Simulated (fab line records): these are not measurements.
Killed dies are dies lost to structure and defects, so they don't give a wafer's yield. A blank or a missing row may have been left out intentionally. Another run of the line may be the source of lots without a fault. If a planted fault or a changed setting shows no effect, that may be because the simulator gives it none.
Which tool did it? -- flow nand harc -- 60 wafers from 20 lots sampled at 6 of the route's 1159 steps

== WHAT THE GAUGES READ, wafer by wafer ==
The record lacks any reading of a measuring or inspecting step that a usual standard deviation could be used to judge.

== WHAT TOOL EACH LOT RAN ON (gives the tool, then ch and the chambers of the sampled wafers, and finally the start) ==
lot,NHARC_A_STAIRCASE_TRIM_202,NHARC_A_STAIRCASE_TRIM_222,NHARC_A_STAIRCASE_TRIM_235,NHARC_A_STAIRCASE_DESCUM_291,NHARC_A_STAIRCASE_HM_OPEN_460,NHARC_A_STAIRCASE_ETCH_294
L074,"rie diel-13 ch 0,1,3, day 11 00:46 or earlier","rie diel-11 ch 0,2,3, day 11 00:46 or earlier","rie diel-11 ch 1,2, day 11 00:46 or earlier","rie diel-09 ch 0,2,3, day 11 00:46","rie diel-09 ch 2,3, no start","rie diel-09 ch 0,1,3, no start"
L075,"rie diel-13 ch 1,2, day 12 05:40 or earlier","rie diel-13 ch 1,2, day 12 05:40 or earlier","rie diel-09 ch 0,2,3, day 12 05:40 or earlier","rie diel-13 ch 0,2,3, day 12 05:40","rie diel-13 ch 1,2,3, no start","rie diel-13 ch 0,1,3, no start"
L077,"rie diel-11 ch 2,3, day 12 06:17 or earlier","rie diel-11 ch 0,2, day 12 06:17 or earlier","rie diel-13 ch 1,3, day 12 06:17 or earlier","rie diel-09 ch 0,2,3, day 12 06:17","rie diel-09 ch 2,3, no start","rie diel-09 ch 2,3, no start"
L078,"rie diel-13 ch 0,2, day 12 09:51 or earlier","rie diel-11 ch 0,1,2, day 12 09:51 or earlier","rie diel-09 ch 1,2, day 12 09:51 or earlier","rie diel-09 ch 0,1,2, day 12 09:51","rie diel-09 ch 1,2,3, no start","rie diel-09 ch 0,2, no start"
L079,"rie diel-09 ch 1,2,3, day 12 13:07 or earlier","rie diel-13 ch 0,1, day 12 13:07 or earlier","rie diel-09 ch 0,1,2, day 12 13:07 or earlier","rie diel-09 ch 0,2,3, day 12 13:07","rie diel-09 ch 2,3, no start","rie diel-09 ch 2,3, no start"
L081,"rie diel-09 ch 1,2,3, day 13 14:46 or earlier","rie diel-11 ch 0,2,3, day 13 14:46 or earlier","rie diel-09 ch 0,2, day 13 14:46 or earlier","rie diel-11 ch 0,2,3, day 13 14:46","rie diel-11 ch 0,1,2, no start","rie diel-11 ch 0,1,3, no start"
L082,"rie diel-11 ch 0,3, day 13 15:35 or earlier","rie diel-13 ch 0,1, day 13 15:35 or earlier","rie diel-11 ch 0,2,3, day 13 15:35 or earlier","rie diel-09 ch 1,3, day 13 15:35","rie diel-09 ch 1,2,3, no start","rie diel-09 ch 1,2,3, no start"
L080,"rie diel-09 ch 0,2,3, day 13 21:23 or earlier","rie diel-13 ch 0,2,3, day 13 21:23 or earlier","rie diel-13 ch 0,1,3, day 13 21:23 or earlier","rie diel-11 ch 0,1,3, day 13 21:23","rie diel-11 ch 0,2,3, no start","rie diel-11 ch 0,1,2, no start"
L084,"rie diel-09 ch 0,3, day 13 23:32 or earlier","rie diel-11 ch 0,1,3, day 13 23:32 or earlier","rie diel-11 ch 1,3, day 13 23:32 or earlier","rie diel-11 ch 0,1, day 13 23:32","rie diel-11 ch 0,2, no start","rie diel-11 ch 0,3, no start"
L083,"rie diel-11 ch 1,2, day 14 01:13 or earlier","rie diel-13 ch 2,3, day 14 01:13 or earlier","rie diel-09 ch 0,1, day 14 01:13 or earlier","rie diel-09 ch 2,3, day 14 01:13","rie diel-09 ch 0,1, no start","rie diel-09 ch 0,3, no start"
L088,"rie diel-13 ch 0,3, day 14 13:55 or earlier","rie diel-11 ch 0,3, day 14 13:55 or earlier","rie diel-11 ch 2,3, day 14 13:55 or earlier","rie diel-11 ch 2,3, day 14 13:55","rie diel-11 ch 1,2, no start","rie diel-11 ch 1,2, no start"
L085,"rie diel-11 ch 1,2, day 14 17:36 or earlier","rie diel-09 ch 0,3, day 14 17:36 or earlier","rie diel-09 ch 2,3, day 14 17:36 or earlier","rie diel-09 ch 0,1, day 14 17:36","rie diel-09 ch 0,1,2, no start","rie diel-09 ch 0,1,2, no start"
L087,"rie diel-13 ch 0,1,3, day 15 05:34 or earlier","rie diel-11 ch 0,1, day 15 05:34 or earlier","rie diel-09 ch 1,2,3, day 15 05:34 or earlier","rie diel-13 ch 2,3, day 15 05:34","rie diel-13 ch 1,2, no start","rie diel-13 ch 0,1,3, no start"
L089,"rie diel-09 ch 0,1,2, day 15 10:53 or earlier","rie diel-13 ch 1,2,3, day 15 10:53 or earlier","rie diel-09 ch 0,1,3, day 15 10:53 or earlier","rie diel-13 ch 0,2,3, day 15 10:53","rie diel-13 ch 0,3, no start","rie diel-13 ch 0,1, no start"
L090,"rie diel-11 ch 1,2, day 15 12:32 or earlier","rie diel-11 ch 0,1,3, day 15 12:32 or earlier","rie diel-11 ch 1,2,3, day 15 12:32 or earlier","rie diel-09 ch 0,2,3, day 15 12:32","rie diel-09 ch 1,3, no start","rie diel-09 ch 0,1,2, no start"
L092,"rie diel-13 ch 1,2, day 16 02:47 or earlier","rie diel-11 ch 0,1,3, day 16 02:47 or earlier","rie diel-13 ch 0,2,3, day 16 02:47 or earlier","rie diel-13 ch 2,3, day 16 02:47","rie diel-13 ch 0,2,3, no start","rie diel-13 ch 1,2, no start"
L094,"rie diel-11 ch 1,2, day 16 12:14 or earlier","rie diel-11 ch 0,2,3, day 16 12:14 or earlier","rie diel-11 ch 0,1,3, day 16 12:14 or earlier","rie diel-13 ch 2,3, day 16 12:14","rie diel-13 ch 0,1,2, no start","rie diel-13 ch 1,2,3, no start"
L095,"rie diel-09 ch 0,1,2, day 16 22:21 or earlier","rie diel-13 ch 0,1,3, day 16 22:21 or earlier","rie diel-13 ch 0,2,3, day 16 22:21 or earlier","rie diel-13 ch 1,2,3, day 16 22:21","rie diel-13 ch 0,2, no start","rie diel-13 ch 0,2,3, no start"
L096,"rie diel-09 ch 0,1,2, day 16 22:42 or earlier","rie diel-13 ch 0,3, day 16 22:42 or earlier","rie diel-09 ch 0,1,3, day 16 22:42 or earlier","rie diel-09 ch 0,1, day 16 22:42","rie diel-09 ch 0,1,3, no start","rie diel-09 ch 2,3, no start"
L097,"rie diel-09 ch 1,2, day 17 07:33 or earlier","rie diel-13 ch 1,2, day 17 07:33 or earlier","rie diel-13 ch 2,3, day 17 07:33 or earlier","rie diel-13 ch 0,1,3, day 17 07:33","rie diel-13 ch 0,3, no start","rie diel-13 ch 0,2, no start"
- NHARC_A_STAIRCASE_TRIM_202: chemistry O2, time 211.2 s.
- NHARC_A_STAIRCASE_TRIM_222: chemistry O2, time 211.2 s.
- NHARC_A_STAIRCASE_TRIM_235: chemistry O2, time 211.2 s.
- NHARC_A_STAIRCASE_DESCUM_291: chemistry O2, time 3 s.
- NHARC_A_STAIRCASE_HM_OPEN_460: chemistry O2/COS.
- NHARC_A_STAIRCASE_ETCH_294: etches the open film in C4F8/O2/Ar, target depth 4992 nm, time 1212.4 s.

== WHAT THE TOOLS THEMSELVES READ (means of the sampled wafers that have a number; where no wafer has one, the mark that the record gives instead) ==
NHARC_A_STAIRCASE_TRIM_202. Usual: drypump motor current A 5.5 A, standard deviation 0.4; mfc ar sccm 0.007 sccm, standard deviation 0.01; oes product au 1.000 a.u., standard deviation 0.0081; rf vpp V 57.8 V, standard deviation 0.94; showerhead plenum p Torr 3.50 Torr, standard deviation 0.15; throttle valve pct 17.035 %, standard deviation 0.0086.
lot,tool,drypump motor current A (A),mfc ar sccm (sccm),oes product au (a.u.),rf vpp V (V),showerhead plenum p Torr (Torr),throttle valve pct (%),flag
L074,rie diel-13,5.8,0.009,0.988,57.8,3.45,17.037,
L075,rie diel-13,5.5,0.018,0.995,58.2,3.41,17.038,
L077,rie diel-11,5.8,0.008,1.008,58.5,3.47,17.045,
L078,rie diel-13,5.6,0.000,0.998,57.2,3.42,17.032,
L079,rie diel-09,5.3,0.013,1.000,58.3,3.64,17.032,
L081,rie diel-09,5.3,0.013,1.000,58.2,3.64,17.044,
L082,rie diel-11,5.6,0.000,1.006,57.7,3.36,17.042,
L080,rie diel-09,5.1,0.011,0.997,56.9,3.49,17.034,
L084,rie diel-09,5.1,0.019,0.995,58.1,3.48,17.037,
L083,rie diel-11,5.7,0.004,1.011,58.3,3.53,17.036,
L088,rie diel-13,6.2,0.000,0.997,59.2,3.73,17.030,
L085,rie diel-11,5.8,0.008,1.010,57.3,3.49,17.034,
L087,rie diel-13,5.8,0.009,0.999,57.7,3.61,17.032,
L089,rie diel-09,5.2,0.003,1.008,58.6,3.56,17.036,
L090,rie diel-11,5.8,0.008,1.004,57.3,3.49,17.031,
L092,rie diel-13,5.5,0.018,1.002,57.7,3.40,17.032,
L094,rie diel-11,5.7,0.004,1.003,57.4,3.52,17.031,
L095,rie diel-09,5.2,0.003,0.993,57.5,3.56,17.037,
L096,rie diel-09,5.2,0.003,0.995,57.6,3.56,17.030,
L097,rie diel-09,5.4,0.006,0.989,58.5,3.71,17.036,

NHARC_A_STAIRCASE_TRIM_222. Usual: drypump motor current A 5.7 A, standard deviation 0.34; mfc ar sccm 0.005 sccm, standard deviation 0.0096; oes product au 1.003 a.u., standard deviation 0.0083; rf vpp V 57.6 V, standard deviation 0.82; showerhead plenum p Torr 3.47 Torr, standard deviation 0.14; throttle valve pct 17.037 %, standard deviation 0.0085.
lot,tool,drypump motor current A (A),mfc ar sccm (sccm),oes product au (a.u.),rf vpp V (V),showerhead plenum p Torr (Torr),throttle valve pct (%),flag
L074,rie diel-11,5.7,0.004,1.003,57.7,3.43,17.038,
L075,rie diel-13,5.5,0.018,0.996,58.0,3.41,17.033,
L077,rie diel-11,5.6,0.004,1.012,57.0,3.38,17.043,
L078,rie diel-11,5.7,0.004,1.008,57.8,3.45,17.035,
L079,rie diel-13,5.4,0.009,0.988,57.2,3.54,17.044,
L081,rie diel-11,5.7,0.004,1.000,56.9,3.41,17.037,
L082,rie diel-13,5.4,0.009,0.996,58.3,3.54,17.038,
L080,rie diel-13,5.9,0.000,1.006,57.9,3.57,17.031,
L084,rie diel-11,5.6,0.000,1.005,58.2,3.44,17.031,
L083,rie diel-13,6.3,0.000,1.000,57.3,3.64,17.029,
L088,rie diel-11,5.7,0.000,1.004,58.0,3.41,17.039,
L085,rie diel-09,5.1,0.019,1.004,57.7,3.48,17.040,
L087,rie diel-11,5.6,0.000,1.014,57.2,3.48,17.036,
L089,rie diel-13,5.9,0.009,1.006,57.6,3.52,17.031,
L090,rie diel-11,5.6,0.000,1.012,57.6,3.44,17.042,
L092,rie diel-11,5.6,0.000,1.002,57.7,3.43,17.036,
L094,rie diel-11,5.7,0.004,0.999,57.9,3.40,17.029,
L095,rie diel-13,5.8,0.009,1.005,58.7,3.60,17.037,
L096,rie diel-13,6.2,0.000,0.999,57.8,3.72,17.039,
L097,rie diel-13,5.6,0.009,1.014,57.0,3.35,17.037,

NHARC_A_STAIRCASE_TRIM_235. Usual: drypump motor current A 5.5 A, standard deviation 0.38; mfc ar sccm 0.007 sccm, standard deviation 0.01; oes product au 1.001 a.u., standard deviation 0.0086; rf vpp V 57.8 V, standard deviation 0.86; showerhead plenum p Torr 3.51 Torr, standard deviation 0.15; throttle valve pct 17.036 %, standard deviation 0.0094.
lot,tool,drypump motor current A (A),mfc ar sccm (sccm),oes product au (a.u.),rf vpp V (V),showerhead plenum p Torr (Torr),throttle valve pct (%),flag
L074,rie diel-11,5.8,0.008,0.998,57.6,3.51,17.044,
L075,rie diel-09,5.1,0.011,1.002,57.8,3.49,17.037,
L077,rie diel-13,5.8,0.018,0.989,58.0,3.39,17.033,
L078,rie diel-09,5.3,0.004,0.997,58.2,3.64,17.036,
L079,rie diel-09,5.2,0.003,0.996,57.1,3.58,17.043,
L081,rie diel-09,5.0,0.001,0.998,57.7,3.42,17.038,
L082,rie diel-11,5.7,0.004,0.997,58.1,3.41,17.035,
L080,rie diel-13,5.8,0.009,0.998,58.9,3.61,17.031,
L084,rie diel-11,5.7,0.000,1.001,57.3,3.49,17.042,
L083,rie diel-09,5.1,0.002,0.986,57.4,3.50,17.044,
L088,rie diel-11,5.8,0.008,0.997,56.9,3.45,17.045,
L085,rie diel-09,5.3,0.012,1.009,58.0,3.55,17.027,
L087,rie diel-09,5.3,0.013,0.994,58.5,3.63,17.035,
L089,rie diel-09,5.1,0.012,0.996,57.5,3.56,17.039,
L090,rie diel-11,5.7,0.004,1.005,58.6,3.48,17.026,
L092,rie diel-13,5.9,0.000,1.005,57.7,3.56,17.038,
L094,rie diel-11,5.7,0.000,1.011,57.1,3.43,17.041,
L095,rie diel-13,5.9,0.000,1.009,58.2,3.56,17.033,
L096,rie diel-09,5.2,0.012,0.998,58.2,3.55,17.033,
L097,rie diel-13,6.2,0.000,0.999,58.6,3.63,17.038,

NHARC_A_STAIRCASE_DESCUM_291. Usual: drypump motor current A 5.5 A, standard deviation 0.42; mfc ar sccm 0.007 sccm, standard deviation 0.01; oes product au 1.001 a.u., standard deviation 0.0091; rf vpp V 57.6 V, standard deviation 0.95; showerhead plenum p Torr 1.91 Torr, standard deviation 0.094; throttle valve pct 11.311 %, standard deviation 0.0093.
lot,tool,drypump motor current A (A),mfc ar sccm (sccm),oes product au (a.u.),rf vpp V (V),showerhead plenum p Torr (Torr),throttle valve pct (%),flag
L074,rie diel-09,5.1,0.011,0.992,57.7,1.89,11.305,
L075,rie diel-13,5.9,0.000,0.992,56.9,1.84,11.313,
L077,rie diel-09,5.1,0.011,0.996,57.6,1.89,11.305,
L078,rie diel-09,5.2,0.003,0.986,58.4,1.94,11.319,
L079,rie diel-09,5.1,0.011,0.996,57.8,1.89,11.311,
L081,rie diel-11,5.7,0.004,1.012,57.4,1.84,11.322,
L082,rie diel-09,5.3,0.014,0.995,58.0,2.02,11.317,
L080,rie diel-11,5.7,0.000,1.012,56.4,1.86,11.321,
L084,rie diel-11,5.6,0.000,1.009,58.0,1.84,11.308,
L083,rie diel-09,5.2,0.020,0.995,58.3,1.92,11.310,
L088,rie diel-11,5.7,0.008,1.008,57.0,1.87,11.312,
L085,rie diel-09,5.0,0.002,1.003,57.6,1.90,11.317,
L087,rie diel-13,6.0,0.000,1.001,57.3,1.88,11.309,
L089,rie diel-13,5.9,0.000,1.008,57.5,1.94,11.310,
L090,rie diel-09,5.1,0.011,0.997,57.1,1.88,11.307,
L092,rie diel-13,6.0,0.000,1.018,57.4,1.88,11.311,
L094,rie diel-13,6.0,0.000,1.006,57.5,1.88,11.302,
L095,rie diel-13,5.9,0.009,1.005,57.0,1.90,11.309,
L096,rie diel-09,5.0,0.002,1.002,57.0,1.89,11.317,
L097,rie diel-13,5.8,0.009,1.000,57.5,1.95,11.313,

NHARC_A_STAIRCASE_HM_OPEN_460. Usual: drypump motor current A 5.5 A, standard deviation 0.38; mfc ar sccm 0.007 sccm, standard deviation 0.011; oes product au 1.001 a.u., standard deviation 0.0085; rf vpp V 467 V, standard deviation 3.1; showerhead plenum p Torr 3.11 Torr, standard deviation 0.14; throttle valve pct 28.332 %, standard deviation 0.0091.
lot,tool,drypump motor current A (A),mfc ar sccm (sccm),oes product au (a.u.),rf vpp V (V),showerhead plenum p Torr (Torr),throttle valve pct (%),flag
L074,rie diel-09,5.3,0.020,0.999,468,3.15,28.331,
L075,rie diel-13,5.8,0.009,0.991,465,2.96,28.332,
L077,rie diel-09,5.3,0.012,0.993,468,3.15,28.324,
L078,rie diel-09,5.3,0.013,1.010,469,3.22,28.322,
L079,rie diel-09,5.3,0.012,0.999,468,3.15,28.325,
L081,rie diel-11,5.6,0.004,1.012,466,3.05,28.342,
L082,rie diel-09,5.3,0.013,0.996,469,3.22,28.331,
L080,rie diel-11,5.7,0.004,1.003,465,3.02,28.338,
L084,rie diel-11,5.7,0.008,1.010,465,3.02,28.319,
L083,rie diel-09,5.0,0.002,0.997,468,3.10,28.327,
L088,rie diel-11,5.7,0.004,1.005,467,3.12,28.330,
L085,rie diel-09,5.2,0.003,1.000,468,3.15,28.337,
L087,rie diel-13,5.5,0.018,0.995,465,3.01,28.335,
L089,rie diel-13,6.1,0.000,0.999,470,3.30,28.339,
L090,rie diel-09,5.3,0.014,0.986,471,3.28,28.330,
L092,rie diel-13,5.9,0.000,1.007,468,3.15,28.341,
L094,rie diel-13,5.5,0.009,1.004,466,3.04,28.339,
L095,rie diel-13,5.6,0.000,1.005,464,3.01,28.331,
L096,rie diel-09,5.2,0.012,1.002,467,3.14,28.331,
L097,rie diel-13,5.8,0.000,1.005,470,3.22,28.330,

NHARC_A_STAIRCASE_ETCH_294. Usual: oes product au 0.939 a.u., standard deviation 0.01; rf vpp V 1825 V, standard deviation 11.
lot,tool,oes product au (a.u.),rf vpp V (V),flag
L074,rie diel-09,0.924,1817,
L075,rie diel-13,0.945,1820,
L077,rie diel-09,0.943,1829,
L078,rie diel-09,0.933,1825,
L079,rie diel-09,0.949,1829,
L081,rie diel-11,0.942,1821,
L082,rie diel-09,0.931,1835,
L080,rie diel-11,0.941,1820,
L084,rie diel-11,0.950,1815,
L083,rie diel-09,0.930,1824,
L088,rie diel-11,0.940,1827,
L085,rie diel-09,0.943,1830,
L087,rie diel-13,0.950,1833,
L089,rie diel-13,0.933,1827,
L090,rie diel-09,0.936,1830,
L092,rie diel-13,0.938,1817,
L094,rie diel-13,0.925,1825,
L095,rie diel-13,0.936,1829,
L096,rie diel-09,0.943,1827,
L097,rie diel-13,0.955,1816,

== THE ANSWER, worked out from the rows above alone ==
Rule: a lot is off if the mean of its wafers that have a number lies more than 3 standard deviations from the usual mean. A lot without any number at a reading at which 4 lots or more have one is off too. Where the step has rows for the other lots, those lots are counted as sound. First the gauges in route order, then the tools' own readings, where a lot's mean is used as printed above. At the first step where some lot is off, the reading lying furthest off is the one used; lots without a number count as furthest.
Nothing can be told from this: no lot is off at any reading shown.

== WHAT THE SIMULATOR PUT IN ==
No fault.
